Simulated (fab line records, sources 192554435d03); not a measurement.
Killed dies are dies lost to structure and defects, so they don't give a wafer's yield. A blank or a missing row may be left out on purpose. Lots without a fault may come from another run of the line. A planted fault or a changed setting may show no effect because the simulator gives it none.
Which tool did it? | flow n5_finfet | 23 lots, 69 wafers sampled, at 6 steps of a route of 1938

WHAT THE GAUGES READ, wafer by wafer
The record holds no reading of a measuring or inspecting step that can be judged against a usual standard deviation.

WHICH TOOL RAN EACH LOT (tool, then ch and the chambers of the sampled wafers, then the start)
lot  | N5_BEOL_M1_ETCH_70                 | N5_BEOL_M1_TRENCH_ETCH_37                     | N5_BEOL_M1_ETCH_41                            | N5_BEOL_M1_STRIP_97                           | N5_BEOL_M1_ANNEAL_89         | N5_BEOL_M1_SPUTTER_90
L074 | rie_diel-06 ch 1,3, day 6 11:31    | rie_diel-06 ch 1,3, day 6 13:49 or earlier    | rie_diel-06 ch 1,3, day 6 13:49 or earlier    | rie_diel-06 ch 1,3, day 6 13:49 or earlier    | pvd_sputter-01, day 6 13:49  | pvd_sputter-01, day 6 13:58
L075 | rie_diel-05 ch 0,2, day 6 14:47    | rie_diel-05 ch 0,2, day 6 16:59 or earlier    | rie_diel-05 ch 0,2, day 6 16:59 or earlier    | rie_diel-05 ch 0,2, day 6 16:59 or earlier    | pvd_sputter-02, day 6 16:59  | pvd_sputter-02, day 6 17:08
L076 | rie_diel-01 ch 1,2,3, day 6 23:55  | rie_diel-01 ch 1,2,3, day 7 02:23 or earlier  | rie_diel-01 ch 1,2,3, day 7 02:23 or earlier  | rie_diel-01 ch 1,2,3, day 7 02:23 or earlier  | pvd_sputter-01, day 7 02:23  | pvd_sputter-01, day 7 02:32
L077 | rie_diel-01 ch 1,2,3, day 7 03:11  | rie_diel-01 ch 1,2,3, day 7 05:29 or earlier  | rie_diel-01 ch 1,2,3, day 7 05:29 or earlier  | rie_diel-01 ch 1,2,3, day 7 05:29 or earlier  | pvd_sputter-02, day 7 05:29  | pvd_sputter-02, day 7 05:38
L078 | rie_diel-01 ch 0,3, day 7 08:21    | rie_diel-01 ch 0,3, day 7 10:37 or earlier    | rie_diel-01 ch 0,3, day 7 10:37 or earlier    | rie_diel-01 ch 0,3, day 7 10:37 or earlier    | pvd_sputter-02, day 7 10:37  | pvd_sputter-02, day 7 10:45
L079 | rie_diel-05 ch 0,2,3, day 7 11:22  | rie_diel-05 ch 0,2,3, day 7 13:59 or earlier  | rie_diel-05 ch 0,2,3, day 7 13:59 or earlier  | rie_diel-05 ch 0,2,3, day 7 13:59 or earlier  | pvd_sputter-02, day 7 13:59  | pvd_sputter-02, day 7 14:08
L080 | rie_diel-06 ch 0,1,3, day 7 17:48  | rie_diel-06 ch 0,1,3, day 7 20:23 or earlier  | rie_diel-06 ch 0,1,3, day 7 20:23 or earlier  | rie_diel-06 ch 0,1,3, day 7 20:23 or earlier  | pvd_sputter-01, day 7 20:23  | pvd_sputter-01, day 7 20:31
L082 | rie_diel-01 ch 0,2,3, day 7 22:39  | rie_diel-01 ch 0,2,3, day 8 00:46 or earlier  | rie_diel-01 ch 0,2,3, day 8 00:46 or earlier  | rie_diel-01 ch 0,2,3, day 8 00:46 or earlier  | pvd_sputter-03, day 8 00:46  | pvd_sputter-03, day 8 00:55
L081 | rie_diel-01 ch 1,2,3, day 8 07:16  | rie_diel-01 ch 1,2,3, day 8 09:34 or earlier  | rie_diel-01 ch 1,2,3, day 8 09:34 or earlier  | rie_diel-01 ch 1,2,3, day 8 09:34 or earlier  | pvd_sputter-01, day 8 09:34  | pvd_sputter-01, day 8 09:42
L083 | rie_diel-05 ch 0,3, day 8 07:22    | rie_diel-05 ch 0,3, day 8 09:41 or earlier    | rie_diel-05 ch 0,3, day 8 09:41 or earlier    | rie_diel-05 ch 0,3, day 8 09:41 or earlier    | pvd_sputter-03, day 8 09:41  | pvd_sputter-03, day 8 09:49
L084 | rie_diel-01 ch 0,1,2, day 8 16:56  | rie_diel-01 ch 0,1,2, day 8 19:19 or earlier  | rie_diel-01 ch 0,1,2, day 8 19:19 or earlier  | rie_diel-01 ch 0,1,2, day 8 19:19 or earlier  | pvd_sputter-01, day 8 19:19  | pvd_sputter-01, day 8 19:28
L085 | rie_diel-05 ch 0,1,3, day 11 09:54 | rie_diel-05 ch 0,1,3, day 11 12:00 or earlier | rie_diel-05 ch 0,1,3, day 11 12:00 or earlier | rie_diel-05 ch 0,1,3, day 11 12:00 or earlier | pvd_sputter-01, day 11 12:00 | pvd_sputter-01, day 11 12:08
L088 | rie_diel-01 ch 2,3, day 11 10:04   | rie_diel-01 ch 2,3, day 11 12:14 or earlier   | rie_diel-01 ch 2,3, day 11 12:14 or earlier   | rie_diel-01 ch 2,3, day 11 12:14 or earlier   | pvd_sputter-03, day 11 12:14 | pvd_sputter-03, day 11 12:22
L095 | rie_diel-06 ch 0,1,3, day 11 10:32 | rie_diel-06 ch 0,1,3, day 11 13:46 or earlier | rie_diel-06 ch 0,1,3, day 11 13:46 or earlier | rie_diel-06 ch 0,1,3, day 11 13:46 or earlier | pvd_sputter-02, day 11 13:46 | pvd_sputter-02, day 11 13:54
L094 | rie_diel-05 ch 0,1,2, day 11 12:40 | rie_diel-05 ch 0,1,2, day 11 15:08 or earlier | rie_diel-05 ch 0,1,2, day 11 15:08 or earlier | rie_diel-05 ch 0,1,2, day 11 15:08 or earlier | pvd_sputter-01, day 11 15:08 | pvd_sputter-01, day 11 15:17
L089 | rie_diel-01 ch 0,2,3, day 11 12:53 | rie_diel-01 ch 0,2,3, day 11 15:42 or earlier | rie_diel-01 ch 0,2,3, day 11 15:42 or earlier | rie_diel-01 ch 0,2,3, day 11 15:42 or earlier | pvd_sputter-02, day 11 15:42 | pvd_sputter-02, day 11 15:50
L091 | rie_diel-06 ch 0,1,2, day 11 15:58 | rie_diel-06 ch 0,1,2, day 11 18:04 or earlier | rie_diel-06 ch 0,1,2, day 11 18:04 or earlier | rie_diel-06 ch 0,1,2, day 11 18:04 or earlier | pvd_sputter-01, day 11 18:04 | pvd_sputter-01, day 11 18:13
L092 | rie_diel-01 ch 2,3, day 11 16:07   | rie_diel-01 ch 2,3, day 11 18:32 or earlier   | rie_diel-01 ch 2,3, day 11 18:32 or earlier   | rie_diel-01 ch 2,3, day 11 18:32 or earlier   | pvd_sputter-02, day 11 18:32 | pvd_sputter-02, day 11 18:40
L087 | rie_diel-06 ch 0,1,3, day 11 16:24 | rie_diel-06 ch 0,1,3, day 11 19:04 or earlier | rie_diel-06 ch 0,1,3, day 11 19:04 or earlier | rie_diel-06 ch 0,1,3, day 11 19:04 or earlier | pvd_sputter-03, day 11 19:04 | pvd_sputter-03, day 11 19:13
L093 | rie_diel-06 ch 0,1,3, day 11 19:01 | rie_diel-06 ch 0,1,3, day 11 21:49 or earlier | rie_diel-06 ch 0,1,3, day 11 21:49 or earlier | rie_diel-06 ch 0,1,3, day 11 21:49 or earlier | pvd_sputter-03, day 11 21:49 | pvd_sputter-03, day 11 21:57
L086 | rie_diel-01 ch 0,2,3, day 11 22:19 | rie_diel-01 ch 0,2,3, day 12 00:46 or earlier | rie_diel-01 ch 0,2,3, day 12 00:46 or earlier | rie_diel-01 ch 0,2,3, day 12 00:46 or earlier | pvd_sputter-01, day 12 00:46 | pvd_sputter-01, day 12 00:55
L096 | rie_diel-05 ch 0,1,2, day 11 22:23 | rie_diel-05 ch 0,1,2, day 12 00:57 or earlier | rie_diel-05 ch 0,1,2, day 12 00:57 or earlier | rie_diel-05 ch 0,1,2, day 12 00:57 or earlier | pvd_sputter-03, day 12 00:57 | pvd_sputter-03, day 12 01:05
L097 | rie_diel-05 ch 2,3, day 12 16:00   | rie_diel-05 ch 2,3, day 12 18:58 or earlier   | rie_diel-05 ch 2,3, day 12 18:58 or earlier   | rie_diel-05 ch 2,3, day 12 18:58 or earlier   | pvd_sputter-01, day 12 18:58 | pvd_sputter-01, day 12 19:07
- N5_BEOL_M1_ETCH_70: etches SOC in N2/H2, target depth 80 nm, overetch 16 nm, time 120 s.
- N5_BEOL_M1_TRENCH_ETCH_37: etches SiOC in C4F6/O2, target depth 55.207 nm, time 29 s.
- N5_BEOL_M1_ETCH_41: etches SiCN in CH3F/O2, target depth 31.9 nm, time 57.8 s.
- N5_BEOL_M1_STRIP_97: strips in N2/H2, time 10 s.
- N5_BEOL_M1_ANNEAL_89: time 240 s.
- N5_BEOL_M1_SPUTTER_90: material Cu, target thk 4.5 nm, time 8.29 s.

WHAT THE TOOLS THEMSELVES READ (means of the sampled wafers that have a number; where no wafer has one, the mark that the record gives instead)
N5_BEOL_M1_ETCH_70. Usual: drypump_motor_current_A 5.6 A, standard deviation 0.69; oes_product_au 0.58 a.u., standard deviation 0.049; rf_vpp_V 524.2 V, standard deviation 2.7; showerhead_plenum_p_Torr 2.55 Torr, standard deviation 0.095; throttle_valve_pct 17.92 %, standard deviation 0.2.
lot  | tool        | drypump_motor_current_A (A) | oes_product_au (a.u.) | rf_vpp_V (V) | showerhead_plenum_p_Torr (Torr) | throttle_valve_pct (%) | flag
L074 | rie_diel-06 | 5.4                         | 0.57                  | 523.6        | 2.53                            | 17.89                  |
L075 | rie_diel-05 | 6.2                         | 0.55                  | 521.8        | 2.48                            | 18.04                  |
L076 | rie_diel-01 | 5.2                         | 0.56                  | 524.4        | 2.55                            | 17.90                  |
L077 | rie_diel-01 | 5.1                         | 0.56                  | 524.4        | 2.55                            | 17.91                  |
L078 | rie_diel-01 | 4.9                         | 0.58                  | 525.6        | 2.60                            | 18.08                  |
L079 | rie_diel-05 | 5.7                         | 0.61                  | 525.7        | 2.59                            | 17.92                  |
L080 | rie_diel-06 | 5.8                         | 0.58                  | 525.2        | 2.58                            | 17.77                  |
L082 | rie_diel-01 | 5.1                         | 0.57                  | 524.0        | 2.56                            | 18.02                  |
L081 | rie_diel-01 | 5.1                         | 0.55                  | 523.8        | 2.55                            | 17.94                  |
L083 | rie_diel-05 | 5.5                         | 0.65                  | 525.1        | 2.61                            | 17.91                  |
L084 | rie_diel-01 | 5.3                         | 0.57                  | 525.8        | 2.59                            | 17.92                  |
L085 | rie_diel-05 | 6.1                         | 0.58                  | 523.1        | 2.50                            | 18.01                  |
L088 | rie_diel-01 | 5.0                         | 0.54                  | 523.5        | 2.50                            | 18.09                  |
L095 | rie_diel-06 | 5.7                         | 0.57                  | 524.9        | 2.57                            | 17.80                  |
L094 | rie_diel-05 | 6.2                         | 0.54                  | 522.5        | 2.47                            | 18.04                  |
L089 | rie_diel-01 | 5.1                         | 0.56                  | 524.0        | 2.55                            | 18.07                  |
L091 | rie_diel-06 | 6.1                         | 0.61                  | 524.2        | 2.56                            | 17.65                  |
L092 | rie_diel-01 | 5.3                         | 0.56                  | 522.9        | 2.51                            | 18.02                  |
L087 | rie_diel-06 | 5.8                         | 0.57                  | 525.0        | 2.57                            | 17.80                  |
L093 | rie_diel-06 | 5.7                         | 0.57                  | 524.7        | 2.57                            | 17.80                  |
L086 | rie_diel-01 | 5.1                         | 0.55                  | 524.0        | 2.55                            | 18.09                  |
L096 | rie_diel-05 | 6.2                         | 0.54                  | 520.9        | 2.47                            | 18.05                  |
L097 | rie_diel-05 | 5.1                         | 0.61                  | 527.3        | 2.68                            | 17.87                  |

N5_BEOL_M1_TRENCH_ETCH_37. Usual: drypump_motor_current_A 5.6 A, standard deviation 0.69; oes_product_au 0.75 a.u., standard deviation 0.067; rf_vpp_V 670 V, standard deviation 14; showerhead_plenum_p_Torr 2.86 Torr, standard deviation 0.086; throttle_valve_pct 21.00 %, standard deviation 0.23.
lot  | tool        | drypump_motor_current_A (A) | oes_product_au (a.u.) | rf_vpp_V (V) | showerhead_plenum_p_Torr (Torr) | throttle_valve_pct (%) | flag
L074 | rie_diel-06 | 5.4                         | 0.75                  | 661          | 2.85                            | 20.96                  |
L075 | rie_diel-05 | 6.2                         | 0.72                  | 670          | 2.80                            | 21.21                  |
L076 | rie_diel-01 | 5.2                         | 0.73                  | 678          | 2.87                            | 21.03                  |
L077 | rie_diel-01 | 5.2                         | 0.73                  | 677          | 2.87                            | 21.02                  |
L078 | rie_diel-01 | 4.9                         | 0.76                  | 685          | 2.90                            | 21.07                  |
L079 | rie_diel-05 | 5.7                         | 0.79                  | 666          | 2.90                            | 21.03                  |
L080 | rie_diel-06 | 5.7                         | 0.78                  | 661          | 2.88                            | 20.82                  |
L082 | rie_diel-01 | 5.1                         | 0.74                  | 684          | 2.87                            | 21.10                  |
L081 | rie_diel-01 | 5.2                         | 0.72                  | 678          | 2.87                            | 21.04                  |
L083 | rie_diel-05 | 5.5                         | 0.85                  | 664          | 2.92                            | 20.97                  |
L084 | rie_diel-01 | 5.3                         | 0.73                  | 685          | 2.91                            | 21.03                  |
L085 | rie_diel-05 | 6.1                         | 0.76                  | 660          | 2.82                            | 21.14                  |
L088 | rie_diel-01 | 5.0                         | 0.70                  | 676          | 2.81                            | 21.16                  |
L095 | rie_diel-06 | 5.7                         | 0.74                  | 660          | 2.88                            | 20.84                  |
L094 | rie_diel-05 | 6.2                         | 0.69                  | 662          | 2.80                            | 21.20                  |
L089 | rie_diel-01 | 5.1                         | 0.73                  | 684          | 2.86                            | 21.15                  |
L091 | rie_diel-06 | 6.1                         | 0.79                  | 662          | 2.86                            | 20.69                  |
L092 | rie_diel-01 | 5.3                         | 0.72                  | 682          | 2.83                            | 21.16                  |
L087 | rie_diel-06 | 5.7                         | 0.74                  | 660          | 2.87                            | 20.84                  |
L093 | rie_diel-06 | 5.8                         | 0.74                  | 660          | 2.87                            | 20.85                  |
L086 | rie_diel-01 | 5.1                         | 0.72                  | 683          | 2.86                            | 21.16                  |
L096 | rie_diel-05 | 6.2                         | 0.69                  | 662          | 2.80                            | 21.21                  |
L097 | rie_diel-05 | 5.1                         | 0.81                  | 662          | 2.97                            | 20.89                  |

N5_BEOL_M1_ETCH_41. Usual: CH3F_flow_sccm 30.01 sccm, standard deviation 0.084; drypump_motor_current_A 5.6 A, standard deviation 0.69; oes_product_au 0.75 a.u., standard deviation 0.066; rf_vpp_V 297.4 V, standard deviation 1.7; showerhead_plenum_p_Torr 2.01 Torr, standard deviation 0.064; throttle_valve_pct 16.46 %, standard deviation 0.22.
lot  | tool        | CH3F_flow_sccm (sccm) | drypump_motor_current_A (A) | oes_product_au (a.u.) | rf_vpp_V (V) | showerhead_plenum_p_Torr (Torr) | throttle_valve_pct (%) | flag
L074 | rie_diel-06 | 30.01                 | 5.4                         | 0.75                  | 297.3        | 2.00                            | 16.42                  |
L075 | rie_diel-05 | 30.01                 | 6.2                         | 0.71                  | 295.4        | 1.97                            | 16.65                  |
L076 | rie_diel-01 | 30.03                 | 5.2                         | 0.73                  | 297.2        | 2.02                            | 16.50                  |
L077 | rie_diel-01 | 30.02                 | 5.2                         | 0.74                  | 296.5        | 2.02                            | 16.51                  |
L078 | rie_diel-01 | 29.96                 | 4.9                         | 0.75                  | 297.8        | 2.05                            | 16.55                  |
L079 | rie_diel-05 | 29.99                 | 5.7                         | 0.79                  | 297.7        | 2.03                            | 16.47                  |
L080 | rie_diel-06 | 30.05                 | 5.8                         | 0.76                  | 297.2        | 2.03                            | 16.30                  |
L082 | rie_diel-01 | 30.02                 | 5.1                         | 0.75                  | 297.4        | 2.02                            | 16.57                  |
L081 | rie_diel-01 | 29.97                 | 5.2                         | 0.72                  | 298.1        | 2.01                            | 16.52                  |
L083 | rie_diel-05 | 30.00                 | 5.5                         | 0.85                  | 298.8        | 2.05                            | 16.40                  |
L084 | rie_diel-01 | 30.06                 | 5.3                         | 0.74                  | 298.6        | 2.04                            | 16.50                  |
L085 | rie_diel-05 | 29.94                 | 6.1                         | 0.76                  | 296.1        | 1.98                            | 16.56                  |
L088 | rie_diel-01 | 30.01                 | 5.0                         | 0.71                  | 296.6        | 1.98                            | 16.65                  |
L095 | rie_diel-06 | 30.05                 | 5.7                         | 0.75                  | 297.9        | 2.02                            | 16.34                  |
L094 | rie_diel-05 | 29.95                 | 6.2                         | 0.69                  | 296.5        | 1.96                            | 16.65                  |
L089 | rie_diel-01 | 30.04                 | 5.1                         | 0.73                  | 297.5        | 2.01                            | 16.63                  |
L091 | rie_diel-06 | 30.03                 | 6.1                         | 0.79                  | 297.1        | 2.01                            | 16.18                  |
L092 | rie_diel-01 | 29.91                 | 5.2                         | 0.72                  | 296.8        | 1.99                            | 16.64                  |
L087 | rie_diel-06 | 30.05                 | 5.8                         | 0.75                  | 297.2        | 2.02                            | 16.34                  |
L093 | rie_diel-06 | 30.05                 | 5.7                         | 0.74                  | 297.5        | 2.02                            | 16.35                  |
L086 | rie_diel-01 | 30.07                 | 5.1                         | 0.73                  | 297.4        | 2.00                            | 16.64                  |
L096 | rie_diel-05 | 30.00                 | 6.2                         | 0.69                  | 296.6        | 1.96                            | 16.65                  |
L097 | rie_diel-05 | 29.94                 | 5.0                         | 0.80                  | 299.6        | 2.09                            | 16.36                  |

N5_BEOL_M1_STRIP_97. Usual: drypump_motor_current_A 5.6 A, standard deviation 0.69; oes_product_au 0.75 a.u., standard deviation 0.068; rf_vpp_V 59.2 V, standard deviation 0.88; showerhead_plenum_p_Torr 2.55 Torr, standard deviation 0.095; throttle_valve_pct 23.72 %, standard deviation 0.23.
lot  | tool        | drypump_motor_current_A (A) | oes_product_au (a.u.) | rf_vpp_V (V) | showerhead_plenum_p_Torr (Torr) | throttle_valve_pct (%) | flag
L074 | rie_diel-06 | 5.5                         | 0.75                  | 59.9         | 2.53                            | 23.72                  |
L075 | rie_diel-05 | 6.2                         | 0.71                  | 59.3         | 2.47                            | 23.86                  |
L076 | rie_diel-01 | 5.2                         | 0.72                  | 59.4         | 2.55                            | 23.69                  |
L077 | rie_diel-01 | 5.1                         | 0.72                  | 58.7         | 2.55                            | 23.69                  |
L078 | rie_diel-01 | 4.9                         | 0.75                  | 60.3         | 2.60                            | 23.92                  |
L079 | rie_diel-05 | 5.7                         | 0.79                  | 59.5         | 2.58                            | 23.75                  |
L080 | rie_diel-06 | 5.8                         | 0.77                  | 58.9         | 2.57                            | 23.53                  |
L082 | rie_diel-01 | 5.1                         | 0.75                  | 59.2         | 2.56                            | 23.84                  |
L081 | rie_diel-01 | 5.1                         | 0.72                  | 58.3         | 2.55                            | 23.70                  |
L083 | rie_diel-05 | 5.5                         | 0.86                  | 60.0         | 2.61                            | 23.75                  |
L084 | rie_diel-01 | 5.3                         | 0.73                  | 59.2         | 2.59                            | 23.70                  |
L085 | rie_diel-05 | 6.1                         | 0.75                  | 59.4         | 2.50                            | 23.85                  |
L088 | rie_diel-01 | 5.0                         | 0.70                  | 58.0         | 2.50                            | 23.89                  |
L095 | rie_diel-06 | 5.7                         | 0.75                  | 59.5         | 2.56                            | 23.56                  |
L094 | rie_diel-05 | 6.2                         | 0.68                  | 58.3         | 2.47                            | 23.85                  |
L089 | rie_diel-01 | 5.1                         | 0.73                  | 59.5         | 2.54                            | 23.88                  |
L091 | rie_diel-06 | 6.1                         | 0.80                  | 59.2         | 2.55                            | 23.41                  |
L092 | rie_diel-01 | 5.2                         | 0.72                  | 58.2         | 2.50                            | 23.81                  |
L087 | rie_diel-06 | 5.7                         | 0.74                  | 58.2         | 2.56                            | 23.57                  |
L093 | rie_diel-06 | 5.8                         | 0.74                  | 58.9         | 2.56                            | 23.57                  |
L086 | rie_diel-01 | 5.1                         | 0.73                  | 59.3         | 2.54                            | 23.89                  |
L096 | rie_diel-05 | 6.2                         | 0.70                  | 59.2         | 2.47                            | 23.86                  |
L097 | rie_diel-05 | 5.0                         | 0.81                  | 59.2         | 2.67                            | 23.68                  |

N5_BEOL_M1_ANNEAL_89. Usual: heater_power_w 828 W, standard deviation 43.
lot  | tool           | heater_power_w (W) | flag
L074 | pvd_sputter-01 | 827                |
L075 | pvd_sputter-02 | 805                |
L076 | pvd_sputter-01 | 809                |
L077 | pvd_sputter-02 | 791                |
L078 | pvd_sputter-02 | 788                |
L079 | pvd_sputter-02 | 834                |
L080 | pvd_sputter-01 | 801                |
L082 | pvd_sputter-03 | 869                |
L081 | pvd_sputter-01 | 833                |
L083 | pvd_sputter-03 | 867                |
L084 | pvd_sputter-01 | 802                |
L085 | pvd_sputter-01 | 794                |
L088 | pvd_sputter-03 | 842                |
L095 | pvd_sputter-02 | 802                |
L094 | pvd_sputter-01 | 839                |
L089 | pvd_sputter-02 | 818                |
L091 | pvd_sputter-01 | 803                |
L092 | pvd_sputter-02 | 816                |
L087 | pvd_sputter-03 | 853                |
L093 | pvd_sputter-03 | 872                |
L086 | pvd_sputter-01 | 802                |
L096 | pvd_sputter-03 | 859                |
L097 | pvd_sputter-01 | 824                |

N5_BEOL_M1_SPUTTER_90. Usual: throttle_valve_pct 29.9 %, standard deviation 1.
lot  | tool           | throttle_valve_pct (%) | flag
L074 | pvd_sputter-01 | 30.2                   |
L075 | pvd_sputter-02 | 29.9                   |
L076 | pvd_sputter-01 | 30.6                   |
L077 | pvd_sputter-02 | 30.0                   |
L078 | pvd_sputter-02 | 29.7                   |
L079 | pvd_sputter-02 | 29.3                   |
L080 | pvd_sputter-01 | 30.6                   |
L082 | pvd_sputter-03 | 30.3                   |
L081 | pvd_sputter-01 | 30.5                   |
L083 | pvd_sputter-03 | 29.4                   |
L084 | pvd_sputter-01 | 30.6                   |
L085 | pvd_sputter-01 | 30.4                   |
L088 | pvd_sputter-03 | 29.6                   |
L095 | pvd_sputter-02 | 29.6                   |
L094 | pvd_sputter-01 | 30.3                   |
L089 | pvd_sputter-02 | 29.7                   |
L091 | pvd_sputter-01 | 30.4                   |
L092 | pvd_sputter-02 | 29.3                   |
L087 | pvd_sputter-03 | 29.4                   |
L093 | pvd_sputter-03 | 30.2                   |
L086 | pvd_sputter-01 | 30.4                   |
L096 | pvd_sputter-03 | 30.5                   |
L097 | pvd_sputter-01 | 30.1                   |

THE ANSWER, worked out from the rows above alone
Rule: a lot is off if the mean of its wafers that have a number lies more than 3 standard deviations from the usual mean. A lot without any number at a reading at which 4 lots or more have one is off too. The other lots that the step has rows for count as sound. The gauges are gone through in route order, then the tools' own readings, and for those a lot's mean is taken as printed above. The first step at which some lot is off is used, and at that step the reading that is off furthest; a lot without a number counts as furthest.
No lot is off at any reading shown: from this, nothing can be told.

WHAT THE SIMULATOR HAD PUT IN
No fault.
